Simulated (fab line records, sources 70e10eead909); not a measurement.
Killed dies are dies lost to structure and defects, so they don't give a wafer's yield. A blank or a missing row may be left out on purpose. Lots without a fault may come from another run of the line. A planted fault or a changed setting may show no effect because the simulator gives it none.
fab line records | flow nand_harc
record lots=13 wafers=39 last_day=24
route steps=1159 shown A_CHANNEL_HOLE_D1@484 A_CHANNEL_FILL_D1@495 END@1159
lots that met no fault: from a run of the same line without faults
start_h: hours from the record's first day to the start of the lot's first wafer shown | wait_h: hours since the lot's step before | " the same as in the row above | L1.1+2: a row that stands for several wafers | - no value, or no start given | * or withheld: withheld | < > ~ a bound
route shown NAME@n: a module of which the file shows steps, and the number in the route of the first | usual: mean/standard deviation of fault-free wafers | same: alike in all rows | chamber/n: place in a boat | sites: the reading at each site | _std_site: their standard deviation | _edge_site: outer sites' mean less inner sites' | radius_mm: how far each site lies from the wafer's centre | mask NAME#n: copy n | behind: the tool/chamber that last shaped the wafer | hold: why the lot was held/for how many hours/how that ended | device: the transistor (n, p or np) that didn't switch | end of line: the same wafers' tests at the end of the route | a step without rows: its recipe alone | killed: dies lost to structure and defects at the first sort, not the wafer's yield | map: a wafer's dies, x killed, . not, _ none there
set.NAME: the setting as run; set.NAME@STEP: as run at that earlier step | model.NAME: the simulator's own value behind a step, which no gauge read
steps of the route over a sample of lots; a table a step, a row a wafer
services: from which hour (start_h, from the record's first day; less than 0 if before it) a tool's chamber was out of use, for how many hours, and why
## steps
# step NHARC_A_CHANNEL_HOLE_D1_STRIP_27
# recipe o2_flow_sccm=500 ar_flow_sccm=0 bias_w=0 chemistry=O2
# usual drypump_motor_current_A=5.6/0.31 oes_product_au=0.999/0.01 rf_vpp_V=57.9/0.86 showerhead_plenum_p_Torr=3.55/0.14 throttle_valve_pct=17.038/0.0094
# columns lot.wafer tool chamber start_h wait_h drypump_motor_current_A oes_product_au rf_hours_counter_h rf_vpp_V showerhead_plenum_p_Torr throttle_valve_pct
L476.3 rie_diel-04 1 - - 5.1 0.984 4 58.0 3.76 17.024
L476.4 " 2 " " 6.0 1.005 4 58.1 3.55 17.032
L476.6 " 2 " " 6.0 1.000 - 58.0 3.55 17.033
L478.3 rie_diel-12 1 - - 5.8 0.993 10 58.4 3.56 17.054
L478.2 " 2 " " 5.3 0.989 11 58.0 3.69 17.052
L478.6 " 1 " " 5.9 1.008 - 56.9 3.57 17.043
L477.1 rie_diel-08 3 - - 6.1 1.003 3 59.1 3.73 17.029
L477.4 " 0 " " 5.6 1.000 - 57.9 3.79 17.053
L477.6 " 3 " " 6.0 0.988 - 58.2 3.73 17.056
L480.2 rie_diel-04 3 - - 5.4 1.002 5 58.0 3.35 17.053
L480.5 " 0 " " 5.8 1.006 - 57.9 3.53 17.026
L480.6 " 1 " " 5.1 0.981 - 60.1 3.76 17.034
L479.1 rie_diel-12 1 - - 5.8 1.001 11 57.3 3.56 17.046
L479.4 " 3 " " 5.2 1.006 11 58.0 3.53 17.031
L479.6 " 1 " " 5.8 1.010 - 57.8 3.56 17.028
L482.3 rie_diel-12 1 - - 5.8 1.003 0 57.1 3.56 17.025
L482.2 " 0 " " 5.9 1.006 1 57.2 3.36 17.042
L482.5 " 2 " " 5.3 0.993 - 58.3 3.69 17.030
L485.4 rie_diel-12 0 - - 5.9 1.002 2 56.0 3.36 17.038
L485.1 " 1 " " 5.8 0.987 1 59.0 3.56 17.029
L485.5 " 3 " " 5.2 1.000 - 57.6 3.53 17.048
L493.2 rie_diel-08 1 - - 5.6 0.988 10 58.8 3.53 17.038
L493.3 " 2 " " 5.3 0.997 10 58.5 3.42 17.030
L493.6 " 0 " " 5.6 1.009 - 59.0 3.78 17.042
L492.2 rie_diel-04 3 - - 5.4 0.997 11 56.4 3.34 17.036
L492.1 " 0 " " 5.8 1.004 10 57.8 3.53 17.038
L492.6 " 3 " " 5.4 0.987 - 57.0 3.34 17.037
L491.4 rie_diel-04 3 - - 5.4 0.977 11 57.5 3.34 17.030
L491.6 " 2 " " 6.0 1.017 - 57.6 3.55 17.040
L491.5 " 3 " " 5.4 0.973 - 57.3 3.34 17.054
L494.2 rie_diel-12 2 - - 5.3 1.011 6 57.6 3.69 17.049
L494.3 " 3 " " 5.2 1.008 6 57.9 3.53 17.034
L494.6 " 1 " " 5.9 0.989 - 58.2 3.56 17.039
L496.2 rie_diel-12 2 - - 5.4 0.993 6 58.5 3.69 17.039
L496.1 " 3 " " 5.2 1.007 6 57.4 3.53 17.046
L496.4 " 0 " " 5.9 0.992 7 57.2 3.35 17.021
L498.3 rie_diel-04 3 - - 5.4 1.008 1 56.7 3.34 17.036
L498.1 " 1 " " 5.1 0.998 1 57.9 3.75 17.042
L498.4 " 2 " " 6.0 1.009 1 56.1 3.55 17.044
# step NHARC_A_CHANNEL_FILL_D1_ALD_15
# recipe target_thk_a=20 pulse_time_s=60 ald_cycles=19 temp_c=630 pressure_torr=2 material=SiNx
# usual precursor_pulse_height_rel=0.999/0.019
# columns lot.wafer tool chamber start_h wait_h precursor_pulse_height_rel
L476.3 ald_sin_batch-02 0 - - 1.007
L476.4 " 0 " " 0.988
L476.6 " 0 " " 0.992
L477.1 ald_sin_batch-01 0 - - 1.006
L477.4 " 0 " " 0.962
L477.6 " 0 " " 0.990
L478.2 ald_sin_batch-01 0 - - 1.002
L478.3 " 0 " " 0.996
L478.6 " 0 " " 1.006
L479.1 ald_sin_batch-03 0 - - 0.993
L479.4 " 0 " " 1.001
L479.6 " 0 " " 0.964
L480.2 ald_sin_batch-03 0 - - 0.982
L480.5 " 0 " " 0.977
L480.6 " 0 " " 1.018
L482.2 ald_sin_batch-02 0 - - 0.969
L482.3 " 0 " " 0.999
L482.5 " 0 " " 0.974
L485.1 ald_sin_batch-02 0 - - 1.005
L485.4 " 0 " " 0.996
L485.5 " 0 " " 0.984
L491.4 ald_sin_batch-01 0 - - 0.996
L491.5 " 0 " " 0.983
L491.6 " 0 " " 1.011
L492.1 ald_sin_batch-01 0 - - 0.999
L492.2 " 0 " " 0.984
L492.6 " 0 " " 1.006
L493.2 ald_sin_batch-01 0 - - 0.993
L493.3 " 0 " " 1.009
L493.6 " 0 " " 0.979
L494.2 ald_sin_batch-01 0 - - 0.960
L494.3 " 0 " " 1.002
L494.6 " 0 " " 1.011
L496.1 ald_sin_batch-02 0 308.09 3.1 0.999
L496.2 " 0 " " 0.999
L496.4 " 0 " " 0.994
L498.1 ald_sin_batch-02 0 - - 0.998
L498.3 " 0 " " 0.996
L498.4 " 0 " " 1.008
# step NHARC_A_CHANNEL_FILL_D1_THK_MEAS_06
# recipe thk_meas_gauge=ellipsometry
# usual thk_nm=5.0/0.98
# columns lot.wafer tool chamber start_h wait_h thk_nm
L476.3 film_metro-01 - 217.61 0.4 4.9
L476.4 " - " " 4.7
L476.6 " - " " 5.3
L478.2 film_metro-01 - 231.11 0.4 6.8
L478.3 " - " " 5.6
L478.6 " - " " 4.3
L477.1 film_metro-02 - 231.11 0.4 4.4
L477.4 " - " " 3.3
L477.6 " - " " 3.1
L479.1 film_metro-02 - 238.33 0.4 4.2
L479.4 " - " " 5.7
L479.6 " - " " 5.1
L480.2 film_metro-01 - 238.33 0.4 4.4
L480.5 " - " " 4.0
L480.6 " - " " 4.6
L482.2 film_metro-02 - 258.46 0.4 5.2
L482.3 " - " " 5.2
L482.5 " - " " 3.3
L485.1 film_metro-02 - 265.24 0.4 3.6
L485.4 " - " " 3.5
L485.5 " - " " 4.7
L492.1 film_metro-01 - 322.94 0.4 5.7
L492.2 " - " " 4.8
L492.6 " - " " 4.3
L493.2 film_metro-02 - 322.94 0.4 3.5
L493.3 " - " " 4.6
L493.6 " - " " 6.2
L491.4 film_metro-02 - 322.94 0.4 4.8
L491.5 " - " " 4.7
L491.6 " - " " 6.5
L494.2 film_metro-02 - 330.49 0.4 4.9
L494.3 " - " " 5.1
L494.6 " - " " 4.9
L496.1 film_metro-02 - 334.13 0.4 5.9
L496.2 " - " " 4.9
L496.4 " - " " 6.4
L498.1 film_metro-02 - 351.81 0.4 3.0
L498.3 " - " " 6.4
L498.4 " - " " 6.6
# step NHARC_A_CHANNEL_FILL_D1_ETCHBACK_08
# recipe target_depth_a=2200 time_s=110 c4f8_flow_sccm=20 ar_flow_sccm=withheld rf_w=600 bias_w=300 chemistry=C4F8
# usual oes_product_au=0.95/0.037 rf_fwd_power_W=596.0/2.1 rf_vpp_V=440.9/2.4
# columns lot.wafer tool chamber start_h wait_h oes_product_au rf_fwd_power_W rf_hours_counter_h rf_vpp_V
L476.4 rie_diel-06 1 223.25 - 0.93 595.3 3.0 439.3
L476.3 " 3 " " 0.90 596.1 3.0 444.9
L476.6 " 1 " " 0.93 593.6 - 439.6
L477.4 rie_diel-03 3 236.84 - 0.99 594.7 0.5 443.7
L477.1 " 0 " " 0.98 596.8 0.5 441.2
L477.6 " 0 " " 0.97 596.8 - 441.0
L478.3 rie_diel-03 1 238.01 - 1.00 596.1 0.5 439.4
L478.2 " 0 " " 0.98 595.1 0.6 440.0
L478.6 " 2 " " 0.98 592.4 - 436.0
L480.2 rie_diel-03 2 243.97 - 0.92 593.0 0.8 438.5
L480.6 " 3 " " 0.92 596.3 - 444.9
L480.5 " 0 " " 0.91 598.1 - 441.6
L479.4 rie_diel-11 3 243.99 - 0.92 595.1 5.6 436.9
L479.1 " 1 " " 0.92 596.2 4.9 437.0
L479.6 " 2 " " 0.93 595.0 - 436.1
L482.2 rie_diel-03 3 264.10 - 0.92 598.3 1.9 444.0
L482.3 " 2 " " 0.93 589.3 1.7 438.5
L482.5 " 0 " " 0.90 594.9 - 441.4
L485.4 rie_diel-06 3 270.84 - 1.01 596.5 0.4 443.0
L485.1 " 0 " " 0.99 596.7 0.4 440.6
L485.5 " 1 " " 0.99 596.9 - 439.2
L493.3 rie_diel-03 0 328.98 - 0.90 597.2 4.4 440.6
L493.2 " 1 " " 0.91 596.3 4.2 439.9
L493.6 " 3 " " 0.92 595.7 - 443.4
L492.2 rie_diel-06 3 328.99 - 1.11 690.1 2.1 444.0
L492.1 " 2 " " 1.02 692.8 2.6 441.2
L492.6 " 2 " " 1.01 691.4 - 441.9
L491.4 rie_diel-06 0 332.69 - 1.01 689.1 2.2 440.1
L491.5 " 1 " " 1.00 692.1 - 437.7
L491.6 " 2 " " 1.02 693.6 - 441.8
L494.2 rie_diel-03 3 336.78 - 0.99 597.1 4.7 442.7
L494.3 " 1 " " 0.99 596.6 4.6 438.2
L494.6 " 3 " " 0.98 594.8 - 444.2
L496.1 rie_diel-03 2 344.11 - 0.91 590.4 4.6 438.2
L496.4 " 3 " " 0.93 595.2 5.0 444.6
L496.2 " 0 " " 0.91 598.1 5.2 442.5
L498.3 rie_diel-03 0 361.08 - 0.91 598.0 5.7 441.2
L498.1 " 1 " " 0.92 598.8 5.5 439.0
L498.4 " 2 " " 0.92 591.8 5.3 438.7
# step NHARC_END_SORT_01
# recipe temp_c=25
# usual killed_at_array=25/9.5 killed_at_other=0.8/1.2 killed_at_periphery=3.4/2.2 killed_dies=29/10 killed_open=3.3/1.8 killed_short=2.1/1.4
# same gross_dies=677
# columns lot.wafer tool chamber start_h wait_h killed_at_array killed_at_other killed_at_periphery killed_dies killed_open killed_short
L476.3 prober-02 0 451.10 3.2 24 0 2 26 5 2
L476.4 prober-02 0 451.90 3.4 16 2 1 19 5 1
L476.6 prober-02 0 453.51 4.0 27 0 2 29 6 1
L477.1 prober-01 0 457.18 2.5 5 3 1 9 1 1
L477.4 prober-01 0 459.63 3.5 11 2 3 16 4 2
L477.6 prober-01 0 461.27 4.1 8 2 0 10 3 1
L480.2 prober-02 0 458.09 2.8 15 1 2 18 0 2
L480.5 prober-02 0 460.51 3.7 20 0 1 21 3 3
L480.6 prober-02 0 461.31 4.0 12 0 1 13 4 3
L479.1 prober-01 0 465.09 2.5 21 0 3 24 2 3
L479.4 prober-01 0 467.44 3.4 28 0 1 29 2 1
L479.6 prober-01 0 469.01 3.9 26 0 5 31 4 2
L478.2 prober-02 0 465.93 2.8 25 0 5 30 3 1
L478.3 prober-02 0 466.73 3.1 30 0 3 33 2 2
L478.6 prober-02 0 469.14 4.0 28 0 4 32 6 1
L482.2 prober-01 0 486.70 2.8 32 1 3 36 4 2
L482.3 prober-01 0 487.50 3.1 32 0 3 35 3 3
L482.5 prober-01 0 489.10 3.7 22 5 4 31 2 2
L485.1 prober-01 0 503.06 2.5 16 0 7 23 1 1
L485.4 prober-01 0 505.45 3.4 26 0 9 35 3 1
L485.5 prober-01 0 506.25 3.7 25 0 7 32 4 2
L493.2 prober-01 0 536.12 2.8 27 0 4 31 3 1
L493.3 prober-01 0 536.91 3.1 33 3 6 42 5 4
L493.6 prober-01 0 539.29 4.0 40 4 2 46 4 1
L492.1 prober-02 0 549.27 2.5 50 2 4 56 5 0
L492.2 prober-02 0 550.06 2.8 35 0 6 41 3 2
L492.6 prober-02 0 553.22 3.9 43 1 6 50 7 1
L491.4 prober-01 0 555.87 3.4 13 0 5 18 8 1
L491.5 prober-01 0 556.66 3.7 27 0 7 34 6 3
L491.6 prober-01 0 557.45 4.0 15 0 4 19 5 3
L494.2 prober-02 0 559.03 2.8 32 0 2 34 2 5
L494.3 prober-02 0 559.84 3.1 30 0 0 30 3 1
L494.6 prober-02 0 562.26 4.0 37 1 0 38 6 1
L496.1 prober-01 0 575.70 2.5 40 0 2 42 1 3
L496.2 prober-01 0 576.49 2.8 45 1 4 50 2 2
L496.4 prober-01 0 578.07 3.4 44 2 9 55 5 1
L498.1 prober-02 0 583.51 2.5 31 1 2 34 3 2
L498.3 prober-02 0 585.10 3.1 22 0 3 25 5 2
L498.4 prober-02 0 585.89 3.4 29 2 2 33 4 4
# killed by level:class
L476.3 A_SLIT:chamber_film_flake=10 A_STAIRCASE:chamber_film_flake=3 A_CONTACT:chamber_film_flake=3 P_CONTACT:geometric_particle:open=2 A_CONTACT:geometric_particle:open=2 A_SOURCE_PLATE:geometric_particle:short=1 A_BLC:geometric_particle:short=1 A_M1:geometric_particle:open=1
L476.4 A_SLIT:chamber_film_flake=3 A_STAIRCASE:chamber_film_flake=3 A_CHANNEL_HOLE_D1:chamber_film_flake=2 A_CHANNEL_FILL_D1:chamber_film_flake=2 P_CONTACT:geometric_particle:open=1 A_SOURCE_PLATE:geometric_particle:short=1 A_SGD_CUT:geometric_particle:open=1 A_WL_FILL:geometric_particle:open=1
L476.6 A_SLIT:chamber_film_flake=12 A_STAIRCASE:chamber_film_flake=6 A_CHANNEL_HOLE_D1:chamber_film_flake=2 P_M2:geometric_particle:open=1 A_SGD_CUT:geometric_particle:open=1 A_SLIT:geometric_particle:open=1 A_WL_FILL:geometric_particle:short=1 A_CONTACT:geometric_particle:open=1
L477.1 A_CONTACT:chamber_film_flake=3 HYBRID_BOND:chamber_film_flake=3 P_CONTACT:geometric_particle:short=1 A_M0:geometric_particle:open=1 A_SLIT:chamber_film_flake=1
L480.2 A_STAIRCASE:chamber_film_flake=4 A_WL_FILL:chamber_film_flake=3 A_CHANNEL_HOLE_D1:chamber_film_flake=2 A_SLIT:chamber_film_flake=2 A_CONTACT:chamber_film_flake=2 A_STAIRCASE:geometric_particle:short=1 A_WL_FILL:geometric_particle:short=1 P_ZERO_WELL:chamber_film_flake=1
L477.4 A_CONTACT:chamber_film_flake=2 HYBRID_BOND:chamber_film_flake=2 P_M0:geometric_particle:open=1 P_M1:geometric_particle:open=1 A_SOURCE_PLATE:geometric_particle:short=1 A_CHANNEL_HOLE_D1:geometric_particle:short=1 A_WL_FILL:geometric_particle:open=1 A_BLC:geometric_particle:open=1
L480.5 A_CHANNEL_HOLE_D1:chamber_film_flake=4 A_STAIRCASE:chamber_film_flake=4 A_ZERO_WELL:chamber_film_flake=3 A_WL_FILL:chamber_film_flake=2 P_STI:geometric_particle:open=1 A_ONON_D1:geometric_particle:short=1 A_ONON_D1:geometric_particle:open=1 A_WL_FILL:geometric_particle:short=1
L477.6 A_CONTACT:chamber_film_flake=4 STARTING-WAFER:geometric_particle:open=2 A_STAIRCASE:chamber_film_flake=2 A_CONTACT:geometric_particle:open=1 A_M0:geometric_particle:short=1
L480.6 A_SLIT:chamber_film_flake=3 P_M0:geometric_particle:open=1 A_ONON_D1:geometric_particle:short=1 A_CHANNEL_FILL_D1:geometric_particle:open=1 A_SGD_CUT:geometric_particle:open=1 A_WL_FILL:geometric_particle:short=1 A_CONTACT:geometric_particle:open=1 A_M0:geometric_particle:short=1
L479.1 A_SLIT:chamber_film_flake=7 A_CHANNEL_HOLE_D1:chamber_film_flake=6 A_CONTACT:chamber_film_flake=3 A_SGD_CUT:geometric_particle:short=2 P_GATE:geometric_particle:open=1 P_M0:geometric_particle:open=1 A_ONON_D1:geometric_particle:short=1 P_STI:chamber_film_flake=1
L478.2 A_CHANNEL_HOLE_D1:chamber_film_flake=12 A_SLIT:chamber_film_flake=8 A_STAIRCASE:chamber_film_flake=2 P_GATE:geometric_particle:short=1 P_M1:geometric_particle:open=1 P_BONDPAD:geometric_particle:open=1 A_CHANNEL_HOLE_D1:geometric_particle:open=1 P_GATE:chamber_film_flake=1
L478.3 A_CHANNEL_HOLE_D1:chamber_film_flake=16 A_SLIT:chamber_film_flake=8 A_CONTACT:chamber_film_flake=2 P_M0:geometric_particle:short=1 P_M0:geometric_particle:open=1 A_SGD_CUT:geometric_particle:short=1 A_M0:geometric_particle:open=1 P_STI:chamber_film_flake=1
L479.4 A_CHANNEL_HOLE_D1:chamber_film_flake=13 A_SLIT:chamber_film_flake=7 A_CHANNEL_FILL_D1:chamber_film_flake=2 A_STAIRCASE:chamber_film_flake=2 A_CHANNEL_FILL_D1:geometric_particle:open=1 A_SGD_CUT:geometric_particle:open=1 A_M1:geometric_particle:short=1 P_STI:chamber_film_flake=1
L479.6 A_CHANNEL_HOLE_D1:chamber_film_flake=12 A_SLIT:chamber_film_flake=8 P_STI:chamber_film_flake=4 A_BLC:geometric_particle:open=2 P_GATE:geometric_particle:short=1 A_SOURCE_PLATE:geometric_particle:open=1 A_ONON_D1:geometric_particle:open=1 A_ONON_D1:geometric_particle:short=1
L478.6 A_CHANNEL_HOLE_D1:chamber_film_flake=14 A_SLIT:chamber_film_flake=6 A_WL_FILL:geometric_particle:open=2 A_CONTACT:chamber_film_flake=2 P_GATE:geometric_particle:open=1 P_CONTACT:geometric_particle:short=1 P_M0:geometric_particle:open=1 A_CONTACT:geometric_particle:open=1
L482.2 A_CHANNEL_HOLE_D1:chamber_film_flake=12 A_SLIT:chamber_film_flake=12 A_CONTACT:geometric_particle:open=4 P_ZERO_WELL:chamber_film_flake=3 A_ZERO_WELL:chamber_film_flake=2 A_ONON_D1:geometric_particle:short=1 A_SGD_CUT:geometric_particle:short=1 THIN_TSV:chamber_film_flake=1
L482.3 A_SLIT:chamber_film_flake=13 A_CHANNEL_HOLE_D1:chamber_film_flake=7 A_STAIRCASE:chamber_film_flake=4 A_WL_FILL:chamber_film_flake=2 A_CONTACT:chamber_film_flake=2 P_CONTACT:geometric_particle:open=1 P_M0:geometric_particle:open=1 P_M1:geometric_particle:short=1
L482.5 A_SLIT:chamber_film_flake=6 A_ZERO_WELL:chamber_film_flake=5 THIN_TSV:chamber_film_flake=5 A_CHANNEL_HOLE_D1:chamber_film_flake=4 A_WL_FILL:chamber_film_flake=4 P_M0:geometric_particle:open=2 P_STI:chamber_film_flake=2 A_WL_FILL:geometric_particle:short=1
L485.1 A_CHANNEL_HOLE_D1:chamber_film_flake=11 P_CONTACT:chamber_film_flake=3 P_STI:chamber_film_flake=2 A_CONTACT:chamber_film_flake=2 A_CONTACT:geometric_particle:open=1 A_BLC:geometric_particle:short=1 P_ZERO_WELL:chamber_film_flake=1 P_GATE:chamber_film_flake=1
L485.4 A_CHANNEL_HOLE_D1:chamber_film_flake=17 P_CONTACT:chamber_film_flake=7 A_CONTACT:chamber_film_flake=3 A_CHANNEL_HOLE_D1:geometric_particle:short=1 A_CHANNEL_FILL_D1:geometric_particle:open=1 A_BLC:geometric_particle:open=1 A_M0:geometric_particle:open=1 P_STI:chamber_film_flake=1
L485.5 A_CHANNEL_HOLE_D1:chamber_film_flake=18 A_CONTACT:chamber_film_flake=2 P_CONTACT:geometric_particle:open=1 P_M1:geometric_particle:short=1 P_M2:geometric_particle:open=1 A_CHANNEL_FILL_D1:geometric_particle:open=1 A_SGD_CUT:geometric_particle:short=1 A_M0:geometric_particle:open=1
L493.2 A_SLIT:chamber_film_flake=9 A_CHANNEL_HOLE_D1:chamber_film_flake=7 A_CONTACT:chamber_film_flake=4 A_CONTACT:geometric_particle:open=2 P_GATE:chamber_film_flake=2 A_ZERO_WELL:chamber_film_flake=2 A_CHANNEL_FILL_D1:geometric_particle:open=1 A_CONTACT:geometric_particle:short=1
L493.3 A_SLIT:chamber_film_flake=15 A_CHANNEL_HOLE_D1:chamber_film_flake=6 A_CONTACT:chamber_film_flake=5 P_GATE:chamber_film_flake=3 THIN_TSV:chamber_film_flake=3 A_CONTACT:geometric_particle:open=2 A_M0:geometric_particle:short=2 P_GATE:geometric_particle:open=1
L493.6 A_SLIT:chamber_film_flake=18 A_CHANNEL_HOLE_D1:chamber_film_flake=10 A_CONTACT:chamber_film_flake=3 THIN_TSV:chamber_film_flake=3 A_CONTACT:geometric_particle:open=2 P_GATE:chamber_film_flake=2 A_STAIRCASE:chamber_film_flake=2 A_WL_FILL:geometric_particle:open=1
L492.1 A_SLIT:chamber_film_flake=20 A_CHANNEL_HOLE_D1:chamber_film_flake=18 A_CONTACT:chamber_film_flake=4 A_CHANNEL_FILL_D1:geometric_particle:open=3 A_STAIRCASE:chamber_film_flake=3 P_M2:chamber_film_flake=2 THIN_TSV:chamber_film_flake=2 P_CONTACT:geometric_particle:open=1
L492.2 A_CHANNEL_HOLE_D1:chamber_film_flake=22 A_SLIT:chamber_film_flake=4 P_GATE:chamber_film_flake=3 A_CONTACT:chamber_film_flake=3 A_CHANNEL_HOLE_D1:geometric_particle:short=2 P_M2:chamber_film_flake=2 A_STAIRCASE:chamber_film_flake=2 P_CONTACT:geometric_particle:open=1
L492.6 A_SLIT:chamber_film_flake=16 A_CHANNEL_HOLE_D1:chamber_film_flake=13 A_CONTACT:chamber_film_flake=6 P_M0:geometric_particle:open=3 A_CHANNEL_FILL_D1:geometric_particle:open=3 A_ZERO_WELL:chamber_film_flake=2 A_STAIRCASE:chamber_film_flake=2 A_ONON_D1:geometric_particle:open=1
L491.4 A_CHANNEL_HOLE_D1:chamber_film_flake=6 P_M0:geometric_particle:open=3 A_CONTACT:geometric_particle:open=2 P_CONTACT:geometric_particle:open=1 A_ONON_D1:geometric_particle:open=1 A_SGD_CUT:geometric_particle:open=1 A_CONTACT:geometric_particle:short=1 P_BONDPAD:chamber_film_flake=1
L491.5 A_CHANNEL_HOLE_D1:chamber_film_flake=11 A_STAIRCASE:chamber_film_flake=7 A_CONTACT:geometric_particle:open=3 A_WL_FILL:chamber_film_flake=2 A_ZERO_WELL:chamber_film_flake=2 P_CONTACT:geometric_particle:open=1 P_CONTACT:geometric_particle:short=1 P_M0:geometric_particle:short=1
L491.6 A_CHANNEL_HOLE_D1:chamber_film_flake=4 A_STAIRCASE:chamber_film_flake=3 P_CONTACT:geometric_particle:open=2 P_M0:geometric_particle:open=2 A_M0:geometric_particle:short=2 A_WL_FILL:chamber_film_flake=2 A_CONTACT:chamber_film_flake=2 A_SGD_CUT:geometric_particle:short=1
L494.2 A_CHANNEL_HOLE_D1:chamber_film_flake=22 P_M2:chamber_film_flake=2 A_ONON_D1:geometric_particle:short=1 A_ONON_D1:geometric_particle:open=1 A_CHANNEL_FILL_D1:geometric_particle:short=1 A_WL_FILL:geometric_particle:short=1 A_CONTACT:geometric_particle:open=1 A_CONTACT:geometric_particle:short=1
L494.3 A_CHANNEL_HOLE_D1:chamber_film_flake=15 A_STAIRCASE:chamber_film_flake=4 A_CONTACT:chamber_film_flake=4 A_M0:geometric_particle:open=2 A_SLIT:chamber_film_flake=2 A_WL_FILL:geometric_particle:short=1 A_CONTACT:geometric_particle:open=1 A_M0:chamber_film_flake=1
L494.6 A_CHANNEL_HOLE_D1:chamber_film_flake=24 A_M0:geometric_particle:open=3 A_STAIRCASE:chamber_film_flake=2 A_WL_FILL:chamber_film_flake=2 A_CONTACT:chamber_film_flake=2 A_CHANNEL_FILL_D1:geometric_particle:short=1 A_CONTACT:geometric_particle:open=1 A_BLC:geometric_particle:open=1
L496.1 A_CHANNEL_HOLE_D1:chamber_film_flake=24 A_SLIT:chamber_film_flake=6 A_STAIRCASE:chamber_film_flake=3 A_CONTACT:chamber_film_flake=2 A_ONON_D1:geometric_particle:short=1 A_ONON_D1:geometric_particle:open=1 A_STAIRCASE:geometric_particle:short=1 A_WL_FILL:geometric_particle:short=1
L496.2 A_CHANNEL_HOLE_D1:chamber_film_flake=22 A_SLIT:chamber_film_flake=15 A_CONTACT:chamber_film_flake=4 P_ZERO_WELL:chamber_film_flake=2 P_GATE:geometric_particle:open=1 A_WL_FILL:geometric_particle:short=1 A_CONTACT:geometric_particle:short=1 A_M0:geometric_particle:open=1
L496.4 A_CHANNEL_HOLE_D1:chamber_film_flake=17 A_SLIT:chamber_film_flake=17 P_ZERO_WELL:chamber_film_flake=5 A_STAIRCASE:chamber_film_flake=3 A_CONTACT:chamber_film_flake=3 A_CHANNEL_FILL_D1:chamber_film_flake=2 P_GATE:geometric_particle:open=1 P_CONTACT:geometric_particle:open=1
L498.1 A_SLIT:chamber_film_flake=16 A_CHANNEL_HOLE_D1:chamber_film_flake=5 A_CONTACT:chamber_film_flake=4 A_WL_FILL:chamber_film_flake=2 P_M0:geometric_particle:open=1 A_WL_FILL:geometric_particle:short=1 A_WL_FILL:geometric_particle:open=1 P_ZERO_WELL:chamber_film_flake=1
L498.3 A_SLIT:chamber_film_flake=14 A_CHANNEL_HOLE_D1:chamber_film_flake=4 P_CONTACT:geometric_particle:open=2 A_WL_FILL:geometric_particle:short=2 P_M2:geometric_particle:open=1 A_SGD_CUT:geometric_particle:open=1 A_WL_FILL:geometric_particle:open=1
L498.4 A_SLIT:chamber_film_flake=8 A_CONTACT:chamber_film_flake=7 A_CHANNEL_HOLE_D1:chamber_film_flake=6 A_WL_FILL:geometric_particle:short=2 A_BLC:geometric_particle:open=2 THIN_TSV:chamber_film_flake=2 P_M0:geometric_particle:open=1 A_ONON_D1:geometric_particle:short=1
## services
# columns tool chamber start_h hours kind
rie_diel-11 1 160.96 54.7 repair
rie_diel-03 0 169.83 - clean
rie_diel-03 1 169.83 - clean
rie_diel-03 2 169.83 - clean
rie_diel-08 - 171.33 1.3 repair
rie_diel-11 3 180.19 3.9 repair
rie_diel-11 - 189.50 9.0 pm
ald_sin_batch-03 - 189.91 2.0 repair
rie_diel-08 1 191.92 3.4 repair
rie_diel-11 3 200.19 10.1 repair
rie_diel-12 - 202.40 9.0 pm
rie_diel-04 2 208.75 4.9 repair
rie_diel-11 3 212.09 6.8 repair
rie_diel-03 - 215.33 9.0 pm
rie_diel-08 0 225.39 8.6 repair
rie_diel-06 - 241.20 9.0 pm
rie_diel-08 0 251.58 8.4 repair
rie_diel-04 3 275.71 4.1 repair
rie_diel-04 - 288.90 9.0 pm
rie_diel-08 - 301.80 9.0 pm
rie_diel-06 3 308.00 10.4 repair
ald_sin_batch-03 - 314.00 26.0 pm
rie_diel-06 0 319.59 9.5 repair
rie_diel-12 1 356.37 6.4 repair
## key
first_sign step=NHARC_A_CHANNEL_FILL_D1_ETCHBACK_08 reading=rf_fwd_power_W direction=up sigmas=46 usual=* struck=*
effect step=NHARC_A_CHANNEL_FILL_D1_ETCHBACK_08 reading=oes_product_au direction=up sigmas=2 usual=0.95 struck=1.03
met_at NHARC_A_CHANNEL_FILL_D1_ETCHBACK_08
struck_lots L491,L492
tester_left_out L491,L492
not_acting_at NHARC_A_CHANNEL_HOLE_D1_STRIP_27,NHARC_A_CHANNEL_FILL_D1_ALD_15,NHARC_A_CHANNEL_FILL_D1_THK_MEAS_06
onset_between 270.84 328.99
fault kind=process_parameter_drift tool=rie_diel-06 chamber=- onset_h=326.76 steps=NHARC_A_CHANNEL_FILL_D1_ETCHBACK_08 channel=rf_w offset=* shape=step end_h=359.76 acts_in=* stated=*
# tester_left_out: of these lots the tester's yield and bins aren't shown, on N5 and GAA mostly nor the transistor test; their killed dies are dies lost to structure and defects alone, not to doping, threshold or leakage, so they don't give the yield
